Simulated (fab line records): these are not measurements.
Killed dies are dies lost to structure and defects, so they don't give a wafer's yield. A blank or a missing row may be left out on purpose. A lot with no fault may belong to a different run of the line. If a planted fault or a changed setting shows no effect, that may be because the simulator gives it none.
Split-lot experiment    flow n5-finfet    on a route of 1938 steps: 7 lots, 21 wafers read

ON THE SPLIT
At N5_BEOL_M6_ILD_DEP_00 (deposits SiCOH lowk from DEMS/porogen, target thk 179.75 nm, time 33.4 s), the setting time-s was moved away from the recipe's 33.4 s on 7 of the 21 wafers read, by -14.4% to +12.0%. This setting was run at the recipe's value on the other wafers.

BETWEEN THE SPLIT AND THE READING: the file shows 1 step in between
- N5_BEOL_M6_CURE_74: cures SiCOH lowk, time 240 s

THE READING
M6_ILD_THK (nm), taken at N5_BEOL_M6_THK_MEAS_01. Fault-free wafers of this fab line usually give 154.8 nm, standard deviation 2 nm.

wafer   tool, chamber at the split  time-s as run, s  against the recipe  M6_ILD_THK, nm  against lot-mates on the recipe
L078.2  pecvd-02, 0                 33.4              recipe              153.3           -
L078.3  pecvd-02, 2                 36.44             +9.1%               164.7           +10.3
L078.4  pecvd-02, 1                 33.4              recipe              155.4           -
L083.4  pecvd-02, 0                 33.4              recipe              158.2           -
L083.5  pecvd-02, 1                 33.4              recipe              155.3           -
L083.6  pecvd-02, 2                 33.4              recipe              154.9           -
L085.2  pecvd-02, 1                 37.42             +12.0%              174.6           no lot-mate on the recipe
L085.3  pecvd-02, 2                 37.42             +12.0%              171.4           no lot-mate on the recipe
L085.5  pecvd-02, 2                 37.42             +12.0%              173.0           no lot-mate on the recipe
L089.4  pecvd-01, 2                 28.6              -14.4%              131.4           -25.6
L089.5  pecvd-01, 1                 33.4              recipe              157.0           -
L089.6  pecvd-01, 0                 28.6              -14.4%              136.5           -20.5
L088.1  pecvd-02, 2                 33.4              recipe              154.4           -
L088.2  pecvd-02, 0                 33.4              recipe              156.2           -
L088.3  pecvd-02, 1                 33.4              recipe              154.5           -
L092.2  pecvd-03, 0                 33.4              recipe              154.6           -
L092.3  pecvd-03, 1                 37.32             +11.7%              173.0           +18.3
L092.6  pecvd-03, 2                 33.4              recipe              154.8           -
L095.2  pecvd-03, 2                 33.4              recipe              152.3           -
L095.3  pecvd-03, 1                 33.4              recipe              154.4           -
L095.5  pecvd-03, 0                 33.4              recipe              154.6           -

THE FIT
A straight line over all 21 wafers: M6_ILD_THK changes by +1.46 nm for each +1% of time-s; r = +0.99; the points scatter about the line by 1.8 nm.
The same after taking each lot's own level away (the mean of its wafers on the recipe; 18 wafers): +1.53 nm for each +1%; r = +0.99; scatter 1.6 nm.
On that fit, the largest move of time-s shifts the reading by 22 nm.
From 153.77 to 157.00 nm: that is the span of the lots' own levels, equal to 1.6 times the standard deviation above.
So the lot-to-lot level changes the slope little: the two slopes agree.
Check: for one of the wafers moved furthest among these (-14.4%), held out of the fit, the line's prediction against its lot-mates is -20.4 nm. It came out at -25.6 nm against them.

THESE WAFERS: OTHER SPLITS
Before the reading, these wafers also passed through other splits. Each is held against what the fit with the lots' levels taken away leaves over:
other split on the same wafers  wafers away from the commonest value  r with M6_ILD_THK (lot level and that fit taken away)
N5_BEOL_M3_COAT_68 spin-rpm     5                                     +0.24
N5_BEOL_M4_ETCH_64 bias-w       6                                     -0.07
N5_BEOL_M4_COAT_67 spin-rpm     7                                     +0.09
N5_BEOL_M5_ETCH_72 bias-w       9                                     +0.20
N5_BEOL_M5_COAT_22 spin-rpm     8                                     -0.17

THE WHOLE CHAIN: every reading that the file lists as answering this split, in the file's order
step                    what it does                                                              reading                                                                                   change (the file's fit)               r (the file's)
N5_BEOL_M6_ILD_DEP_00   deposits SiCOH lowk from DEMS/porogen, target thk 179.75 nm, time 33.4 s  SiCOH_lowk_of_BEOL_M6_ILD_DEP_00.thk-nm (the simulator's own value, which no gauge read)  +1.72 nm for each +1% of the setting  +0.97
N5_BEOL_M6_CURE_74      cures SiCOH lowk, time 240 s                                              SiCOH_lowk_of_BEOL_M6_ILD_DEP_00.thk-nm (the simulator's own value, which no gauge read)  +1.5 nm for each +1% of the setting   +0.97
N5_BEOL_M6_THK_MEAS_01                                                                            M6_ILD_THK                                                                                +1.5 for each +1% of the setting      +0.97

FILE'S OWN FIT
M6_ILD_THK changes by +1.5 nm for each +1% of time-s, r = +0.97.
